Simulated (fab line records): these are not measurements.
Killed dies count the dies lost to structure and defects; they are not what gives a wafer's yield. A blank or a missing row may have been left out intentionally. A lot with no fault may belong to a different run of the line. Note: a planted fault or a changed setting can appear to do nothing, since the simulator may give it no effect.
fab line records	flow nand_harc	part 2 of 2: steps 5 to 6 of 6
[record] lots = 22	wafers = 66	last_day = 33
route steps=1302 shown A_CONTACT@1045 A_BLC@1119 A_M0@1151
lots with no fault: from the same line, run without faults
start_h: the number of hours between the record's first day and the start of the first shown wafer of the lot	wait_h: hours elapsed since this lot's preceding step	" unchanged from the row above	L1.1+2: a row that stands for several wafers	- no value, or no start given	* or withheld: withheld	< > ~ a bound
route shown NAME@n: a module of which the file shows steps, and the number in the route of the first	usual: the fault-free wafers' mean and standard deviation	same: alike in all rows	chamber/n: place in a boat	sites: per-site readings	_std_site: standard deviation of those values	_edge_site: inner sites' mean taken away from outer sites' mean	radius_mm: how far each site lies from the wafer's centre	mask NAME#n: copy n	behind: the tool/chamber that last shaped the wafer	hold: why the lot was held/for how many hours/how that ended	device: transistor that didn't switch, given as n, p or np	end of line: the route-end tests of the same wafers	step lacking rows: just its recipe	killed: at the first sort, the dies lost to defects and structure; wafer yield is something else	map: per-die view of a wafer (x killed, . not killed, _ where there is no die)
set.NAME: the setting that was run; set.NAME@STEP: the one run at that earlier step	model.NAME: the simulator's own value behind a step, which no gauge read
one table for each step of the route and one row for each wafer, over a sample of lots
services: from which hour (start_h, from the record's first day; less than 0 if before it) a tool's chamber was out of use, for how many hours, and why
[[steps]]
[step NHARC_A_BLC_PVD_32]
[recipe] target_thk_a = 50	chamber_pressure_pa = 5	power_w = 5000	substrate_temp_c = 200	time_s = 17.7	material = Ti
[usual] throttle_valve_pct = 29.7/1
lot.wafer	tool	chamber	start_h	wait_h	throttle_valve_pct
L074.3	pvd_sputter-02	-	-	-	31.0
L074.4	"	-	"	"	31.7
L074.1	"	-	"	"	29.4
L075.1	pvd_sputter-01	-	-	-	29.7
L075.3	"	-	"	"	29.6
L075.5	"	-	"	"	29.6
L077.3	pvd_sputter-02	-	-	-	31.2
L077.1	"	-	"	"	31.3
L077.2	"	-	"	"	28.0
L076.4	pvd_sputter-02	-	-	-	29.4
L076.2	"	-	"	"	31.6
L076.5	"	-	"	"	29.3
L078.4	pvd_sputter-03	-	-	-	29.2
L078.6	"	-	"	"	29.3
L078.5	"	-	"	"	29.0
L079.4	pvd_sputter-03	-	-	-	29.7
L079.1	"	-	"	"	29.0
L079.6	"	-	"	"	29.3
L081.4	pvd_sputter-03	-	-	-	29.5
L081.3	"	-	"	"	29.2
L081.5	"	-	"	"	29.2
L080.4	pvd_sputter-02	-	-	-	31.4
L080.1	"	-	"	"	28.2
L080.5	"	-	"	"	30.9
L083.3	pvd_sputter-02	-	-	-	27.9
L083.5	"	-	"	"	31.7
L083.6	"	-	"	"	28.2
L082.4	pvd_sputter-02	-	-	-	30.7
L082.6	"	-	"	"	28.2
L082.5	"	-	"	"	29.3
L084.4	pvd_sputter-02	-	-	-	31.7
L084.3	"	-	"	"	28.2
L084.6	"	-	"	"	31.0
L085.1	pvd_sputter-03	-	-	-	29.5
L085.5	"	-	"	"	29.3
L085.6	"	-	"	"	29.0
L086.1	pvd_sputter-02	-	-	-	31.6
L086.4	"	-	"	"	30.9
L086.5	"	-	"	"	31.8
L087.3	pvd_sputter-03	-	-	-	29.0
L087.2	"	-	"	"	29.0
L087.5	"	-	"	"	29.6
L089.2	pvd_sputter-03	-	-	-	29.7
L089.1	"	-	"	"	28.9
L089.6	"	-	"	"	29.6
L088.4	pvd_sputter-03	-	-	-	29.1
L088.3	"	-	"	"	29.5
L088.1	"	-	"	"	29.3
L090.2	pvd_sputter-03	-	-	-	28.9
L090.4	"	-	"	"	29.2
L090.5	"	-	"	"	29.1
L093.4	pvd_sputter-01	-	-	-	31.6
L093.2	"	-	"	"	29.2
L093.6	"	-	"	"	28.8
L094.4	pvd_sputter-02	-	-	-	29.1
L094.3	"	-	"	"	30.9
L094.5	"	-	"	"	28.4
L095.2	pvd_sputter-01	-	-	-	29.4
L095.4	"	-	"	"	28.9
L095.6	"	-	"	"	29.8
L096.1	pvd_sputter-02	-	-	-	29.9
L096.3	"	-	"	"	29.3
L096.6	"	-	"	"	31.1
L097.4	pvd_sputter-02	-	-	-	29.9
L097.1	"	-	"	"	29.3
L097.5	"	-	"	"	30.0
[step NHARC_A_M0_ETCH_34]
[recipe] target_depth_a = 400	overetch_a = 120	time_s = 43.94	ion_energy_ev = 200	n2_flow_sccm = 150	h2_flow_sccm = 150	ar_flow_sccm = 0	rf_w = 400	bias_w = 150	chemistry = N2/H2
[usual] drypump_motor_current_A = 5.3/0.37	oes_product_au = 0.998/0.012	rf_fwd_power_W = 395.2/1.7	rf_vpp_V = 431/3.1	showerhead_plenum_p_Torr = 2.05/0.11	throttle_valve_pct = 14.172/0.0079
lot.wafer	tool	chamber	start_h	wait_h	drypump_motor_current_A	oes_product_au	rf_fwd_power_W	rf_hours_counter_h	rf_vpp_V	showerhead_plenum_p_Torr	throttle_valve_pct
L074.3	rie_diel-07	2	512.31	0.1	5.9	1.001	397.7	1.1	433	2.15	14.177
L074.4	"	0	"	"	5.4	0.987	394.8	0.9	426	1.92	14.167
L074.1	"	1	"	"	5.1	1.003	394.2	1.1	427	1.94	14.167
L075.3	rie_diel-01	1	540.63	0.1	4.9	1.006	396.8	9.3	433	2.14	14.179
L075.1	"	2	"	"	5.8	1.011	394.0	8.6	426	1.92	14.183
L075.5	"	0	"	"	5.4	0.995	396.2	-	433	2.06	14.169
L077.3	rie_diel-01	3	541.49	0.1	4.8	0.991	391.6	9.5	434	2.20	14.166
L077.1	"	0	"	"	5.4	0.975	396.2	8.2	432	2.06	14.171
L077.2	"	2	"	"	5.8	1.007	391.9	8.7	428	1.92	14.167
L076.4	rie_diel-07	1	547.80	0.1	5.1	1.020	393.2	3.1	428	1.94	14.171
L076.2	"	3	"	"	5.4	0.975	396.8	3.5	435	2.19	14.174
L076.5	"	0	"	"	5.4	0.985	393.9	-	428	1.92	14.168
L078.4	rie_diel-08	3	560.97	0.1	4.8	0.997	395.2	0.1	432	2.09	14.181
L078.6	"	2	"	"	5.4	0.993	394.0	-	433	2.09	14.158
L078.5	"	3	"	"	4.9	0.976	393.9	-	433	2.09	14.178
L079.1	rie_diel-07	0	579.48	0.1	5.4	0.985	394.3	4.1	427	1.92	14.171
L079.4	"	3	"	"	5.3	0.983	396.9	-	435	2.19	14.177
L079.6	"	0	"	"	5.4	0.990	394.2	-	426	1.92	14.163
L081.4	rie_diel-01	1	585.53	0.1	4.9	1.009	396.6	1.0	434	2.14	14.165
L081.3	"	3	"	"	4.8	0.992	393.5	0.6	435	2.20	14.171
L081.5	"	0	"	"	5.4	0.993	398.4	-	432	2.06	14.174
L080.4	rie_diel-01	1	590.64	0.1	4.9	1.009	397.1	1.2	433	2.14	14.183
L080.1	"	2	"	"	5.8	0.999	395.0	1.3	427	1.92	14.162
L080.5	"	3	"	"	4.8	0.995	393.9	-	435	2.20	14.184
L083.3	rie_diel-01	2	597.07	0.1	5.8	1.003	398.1	1.7	428	1.92	14.172
L083.6	"	3	"	"	4.8	0.999	393.4	-	435	2.20	14.165
L083.5	"	0	"	"	5.4	0.991	395.6	-	432	2.06	14.174
L082.4	rie_diel-08	3	600.80	0.1	4.8	0.974	394.2	2.9	432	2.09	14.175
L082.6	"	1	"	"	4.8	0.975	396.4	-	427	1.91	14.178
L082.5	"	2	"	"	5.3	0.989	395.0	-	433	2.09	14.176
L084.4	rie_diel-07	2	615.87	0.1	5.9	1.003	397.8	7.1	432	2.15	14.185
L084.3	"	3	"	"	5.3	0.990	394.4	7.2	436	2.19	14.173
L084.6	"	3	"	"	5.3	0.984	395.9	-	434	2.19	14.168
L085.1	rie_diel-01	3	619.58	0.1	4.8	1.003	395.2	2.2	435	2.20	14.178
L085.6	"	3	"	"	4.8	1.001	394.2	-	435	2.20	14.170
L085.5	"	0	"	"	5.4	0.993	396.5	-	431	2.06	14.181
L086.4	rie_diel-01	3	647.76	0.1	4.8	0.991	394.7	4.0	436	2.20	14.171
L086.1	"	1	"	"	4.9	0.998	397.3	4.0	432	2.14	14.166
L086.5	"	3	"	"	4.8	1.002	394.3	-	436	2.20	14.171
L087.2	rie_diel-01	2	653.75	0.1	5.8	1.002	393.2	4.3	428	1.92	14.168
L087.3	"	3	"	"	4.9	1.001	393.8	4.1	436	2.20	14.170
L087.5	"	2	"	"	5.8	0.995	395.0	-	426	1.92	14.176
L089.1	rie_diel-08	0	672.34	0.1	5.9	1.017	396.8	7.6	426	1.89	14.171
L089.2	"	2	"	"	5.4	0.995	396.0	7.8	432	2.09	14.165
L089.6	"	3	"	"	4.8	0.990	394.7	-	431	2.09	14.187
L088.4	rie_diel-08	3	673.55	0.1	4.8	0.999	395.6	7.4	433	2.09	14.168
L088.1	"	0	"	"	5.9	1.015	397.0	7.7	427	1.89	14.179
L088.3	"	2	"	"	5.4	1.002	393.8	7.8	431	2.09	14.171
L090.2	rie_diel-08	1	679.85	0.1	4.9	0.981	394.4	7.2	426	1.91	14.161
L090.4	"	3	"	"	4.9	0.993	395.3	7.6	431	2.09	14.173
L090.5	"	1	"	"	4.9	0.986	393.7	-	427	1.91	14.167
L093.4	rie_diel-01	1	729.05	0.1	4.8	0.999	397.3	5.9	433	2.14	14.173
L093.2	"	3	"	"	4.8	0.999	393.6	8.2	435	2.19	14.180
L093.6	"	0	"	"	5.4	1.002	396.3	-	432	2.06	14.168
L094.3	rie_diel-07	2	729.53	0.1	5.9	0.984	395.7	3.7	433	2.15	14.168
L094.4	"	0	"	"	5.5	0.980	394.3	5.1	426	1.92	14.166
L094.5	"	2	"	"	5.8	0.994	395.4	-	433	2.15	14.165
L095.2	rie_diel-07	3	737.50	0.1	5.3	0.984	397.8	5.5	434	2.18	14.166
L095.6	"	3	"	"	5.3	0.995	397.1	-	435	2.18	14.166
L095.4	"	0	"	"	5.4	1.000	396.9	-	427	1.92	14.180
L096.3	rie_diel-07	0	757.67	0.1	5.4	1.000	397.4	6.3	428	1.92	14.155
L096.1	"	1	"	"	5.1	1.015	393.7	5.1	427	1.94	14.172
L096.6	"	3	"	"	5.3	0.992	395.6	-	435	2.18	14.180
L097.1	rie_diel-08	3	760.21	0.1	4.8	0.987	395.2	2.9	432	2.09	14.153
L097.4	"	0	"	"	5.9	1.021	397.6	2.2	427	1.89	14.173
L097.5	"	1	"	"	4.9	0.990	394.8	-	427	1.91	14.176
[[services]]
tool	chamber	start_h	hours	kind
pvd_sputter-02	-	481.92	1.1	repair
pvd_sputter-02	-	488.29	10.0	pm
rie_diel-09	-	497.26	9.0	pm
rie_diel-02	3	511.41	3.6	repair
rie_diel-09	0	530.82	5.3	repair
rie_diel-01	-	557.86	9.0	pm
rie_diel-01	3	569.20	2.0	repair
rie_diel-02	-	570.87	9.0	pm
rie_diel-09	2	572.13	18.2	repair
pvd_sputter-02	-	582.53	2.4	repair
rie_diel-01	1	606.37	2.9	repair
rie_diel-11	-	609.86	9.0	pm
rie_diel-01	0	621.37	1.2	repair
rie_diel-11	1	658.13	4.1	repair
rie_diel-11	3	658.46	15.1	repair
rie_diel-02	1	663.23	13.8	repair
pvd_sputter-02	-	666.29	10.0	pm
rie_diel-09	-	674.26	9.0	pm
rie_diel-01	1	692.13	35.2	repair
rie_diel-01	2	694.17	5.2	repair
rie_diel-02	2	725.34	8.4	repair
rie_diel-01	1	730.52	12.7	repair
rie_diel-02	-	747.87	9.0	pm
rie_diel-09	3	756.96	5.8	repair
